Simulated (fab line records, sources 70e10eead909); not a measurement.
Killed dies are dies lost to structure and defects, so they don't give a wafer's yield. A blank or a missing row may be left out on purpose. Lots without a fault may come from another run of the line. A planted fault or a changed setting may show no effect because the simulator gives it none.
A struck lot beside a sound one | flow nand_harc | 15 steps out of a route of 1159
Sound: wafers L279.1, L279.3, L279.6. Struck: wafers L272.1, L272.3, L272.6. The cause comes at the end.
At each step with rows: each side's tool, then ch and its chambers, then its first start. Under that, the readings that differ: sound wafers | struck wafers | difference of the means | sigmas: that difference in standard deviations of wafers without a fault.
alike: readings whose means differ by less than 2 such deviations, and words and numbers that are the same on both sides. not compared: withheld readings, readings that some wafer has no value for, bounds like >300 that may hide the same value, and numbers for which the record gives no deviation and whose values overlap.
The two part at a step that has a row with sigmas, a row that says differs or no value, or rows on one side only. Numbers that don't overlap but have no deviation are shown without sigmas and don't part them. A reading that every wafer of one side lacks parts them only if that side has two wafers or more.

first, 4 steps without rows for these wafers: NHARC_THIN_TSV_EBR_29; NHARC_THIN_TSV_EXPOSE_30 (exposes mask PAD); NHARC_THIN_TSV_PEB_31 (peb time 85 s); NHARC_THIN_TSV_DEVELOP_32 (time 70 s).
NHARC_THIN_TSV_CD_MEAS_33: target cd 5000 nm.
  sound on cd_sem-01 ch 0, day 23 07:49; struck on cd_sem-03 ch 0, day 21 13:43
  alike: cd_nm
then, 1 step without rows for these wafers: NHARC_THIN_TSV_HARDBAKE_34 (time 80 s).
NHARC_THIN_TSV_DESCUM_35: chemistry O2, time 3 s.
  sound on rie_diel-02 ch 0,3, day 23 07:59; struck on rie_diel-10 ch 1,2,3, day 21 13:53
  alike: drypump_motor_current_A, oes_product_au, rf_vpp_V, showerhead_plenum_p_Torr, throttle_valve_pct
  not compared: rf_hours_counter_h
NHARC_THIN_TSV_ETCH_59: etches the open film in Cl2/BCl3, target depth 880 nm, time 138.1 s.
  sound on rie_metal-03 ch 0,1, day 23 08:08; struck on rie_metal-03 ch 1, day 21 14:02
  alike: drypump_motor_current_A, he_backside_leak_sccm, oes_product_au, throttle_valve_pct
  not compared: rf_hours_counter_h
NHARC_THIN_TSV_ETCH_36: etches the open film in Cl2/BCl3, target depth 65 nm, time 18.571 s.
  sound on rie_metal-03 ch 1, day 23 08:22; struck on rie_metal-03 ch 0,1, day 21 14:16
  alike: drypump_motor_current_A, he_backside_leak_sccm, oes_product_au
  not compared: rf_hours_counter_h
NHARC_THIN_TSV_STRIP_56: strips in O2.
  sound on plasma_asher-02 ch 1, day 23 08:28; struck on plasma_asher-02 ch 0,1, day 21 14:22
  reading             | sound | struck         | difference                   | sigmas
  rf_refl_power_W (W) | - - - | 21.2 15.5 15.9 | no value on the sound wafers |
  alike: drypump_motor_current_A, heater_power_w
  not compared: rf_hours_counter_h
then, 1 step without rows for these wafers: NHARC_THIN_TSV_STRIP_57 (strips in post etch residue remover, time 1200 s).
NHARC_THIN_TSV_CD_MEAS_37:
  sound on cd_sem-03, day 23 09:15; struck on cd_sem-03, day 21 15:09
  reading    | sound                | struck               | difference | sigmas
  cd_nm (nm) | 4999.0 5000.2 5001.5 | 4994.1 4993.9 4995.5 | -5.7       | -2
NHARC_THIN_TSV_ANNEAL_58: time 1800 s.
  sound on furnace-04 ch 0, day 23 12:27; struck on furnace-03 ch 0, day 21 17:35
  reading                   | sound             | struck            | difference | sigmas
  spike_tc_bottom_C (C)     | 424.0 424.7 423.7 | 448.3 447.9 447.2 | +23.7      | +11
  spike_tc_centre_C (C)     | 399.3 400.8 398.3 | 429.0 426.1 426.6 | +27.8      | +21
  spike_tc_lower_C (C)      | 401.1 399.9 398.6 | 427.2 426.5 427.8 | +27.3      | +29
  spike_tc_top_C (C)        | 431.5 432.2 431.8 | 453.8 455.8 454.4 | +22.8      | +12
  spike_tc_upper_C (C)      | 402.0 402.0 400.0 | 428.3 429.0 428.6 | +27.3      | +21
  zone_power_bottom_pct (%) | 6.1 6.2 6.1       | 7.7 7.7 7.7       | +1.6       | +4
NHARC_THIN_TSV_INSPECT_40:
  sound on defect_inspect-02, day 23 13:54; struck on defect_inspect-01, day 21 19:02
  alike: raw_defect_count
NHARC_END_SORT_01:
  sound on prober-02 ch 0, day 23 20:16; struck on prober-02 ch 0, day 22 05:51
  reading         | sound | struck | difference | sigmas
  killed_at_other | 0 0 0 | 4 6 1  | +4         | +3
  alike: defect_limited_yield, killed_at_array, killed_at_periphery, killed_dies, killed_open, killed_short, sort_bin_2_pct, sort_bin_3_pct, sort_bin_4_pct, sort_n_pass, sort_rim_yield_pct, sort_yield_pct

WHERE THEY PART
First at NHARC_THIN_TSV_STRIP_56; last, within this record, at NHARC_END_SORT_01.

WHY: what the simulator had put in
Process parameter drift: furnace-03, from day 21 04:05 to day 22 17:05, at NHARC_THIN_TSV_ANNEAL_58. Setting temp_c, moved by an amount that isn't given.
